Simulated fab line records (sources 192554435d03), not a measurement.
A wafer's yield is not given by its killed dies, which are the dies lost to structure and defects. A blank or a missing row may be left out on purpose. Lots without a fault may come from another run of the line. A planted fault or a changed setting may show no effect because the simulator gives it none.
2 desks, one fault | flow n5Finfet | every desk sees just its own numbers, and what lay behind them comes last

THE TOOL OWNER'S DESK: aldMetal-03
The tool's own readings at N5_HKMG_FIN_ALD_71 (deposits TiN, target thk 1 nm, pulse time 1 s, purge time 3 s): means of the sampled wafers that have a number, for each lot that ran on this tool. Any lot whose mean is over 4 standard deviations away from the usual mean is out of limits and marked OUT; that distance is given in the brackets.
Columns: A = heaterPowerW at N5_HKMG_FIN_ALD_71, usual 856 W; B = precursorPulseHeightRel at N5_HKMG_FIN_ALD_71, usual 0.999; C = susceptorTempC at N5_HKMG_FIN_ALD_71, usual 400.00 C
lot  | first seen here | A   | B     | C
L698 | day 4 15:38     | 825 | 0.983 | 399.81
L699 | day 4 22:55     | 901 | 0.979 | 400.14
L700 | day 5 03:39     | 835 | 1.009 | 400.17
L701 | day 5 12:00     | 879 | 0.997 | 399.85
L712 | day 8 07:34     | 870 | 0.994 | 400.13
L713 | day 8 09:27     | 908 | 0.982 | 400.02
Result from this desk: across the 6 lots, nothing is out of limits.

THE METROLOGY DESK
Lot by lot, what the gauges showed, no matter which tool ran the lot: averages of those sampled wafers that carry a number. Any lot whose mean is over 4 standard deviations away from the usual mean is out of limits and marked OUT; that distance is given in the brackets. It has 10 readings; the 7 that lie furthest out on some lot are the ones shown.
Columns: A = DIBL_P at N5_BEOL_M4_RC_MEAS_101, usual 37.1 mV/V; B = IOFF_N at N5_BEOL_M4_RC_MEAS_101, usual 0.17 nA/um; C = IOFF_P at N5_BEOL_M4_RC_MEAS_101, usual 0.23 nA/um; D = ION_N at N5_BEOL_M4_RC_MEAS_101, usual 681 uA/um; E = ION_P at N5_BEOL_M4_RC_MEAS_101, usual 467 uA/um; F = VT_N at N5_BEOL_M4_RC_MEAS_101, usual 249 mV; G = VT_P at N5_BEOL_M4_RC_MEAS_101, usual -249 mV
lot  | first seen here | A    | B    | C    | D   | E   | F   | G
L698 | day 8 15:55     | 38.1 | 0.15 | 0.21 | 673 | 465 | 251 | -251
L699 | day 8 19:26     | 35.8 | 0.16 | 0.20 | 662 | 453 | 250 | -250
L700 | day 8 20:04     | 34.7 | 0.15 | 0.17 | 672 | 458 | 250 | -255
L701 | day 9 10:50     | 37.2 | 0.19 | 0.19 | 694 | 459 | 244 | -253
L709 | day 11 07:40    | 37.3 | 0.17 | 0.24 | 680 | 464 | 250 | -249
L712 | day 12 04:53    | 35.0 | 0.15 | 0.21 | 683 | 469 | 252 | -250
L713 | day 12 07:08    | 33.3 | 0.13 | 0.17 | 670 | 461 | 254 | -255
Result from this desk: across the 7 lots, nothing is out of limits.

ALL TOGETHER
The tool owner's desk saw nothing out of limits.
Metrology desk: nothing out of limits seen.

WHAT THE SIMULATOR PUT IN
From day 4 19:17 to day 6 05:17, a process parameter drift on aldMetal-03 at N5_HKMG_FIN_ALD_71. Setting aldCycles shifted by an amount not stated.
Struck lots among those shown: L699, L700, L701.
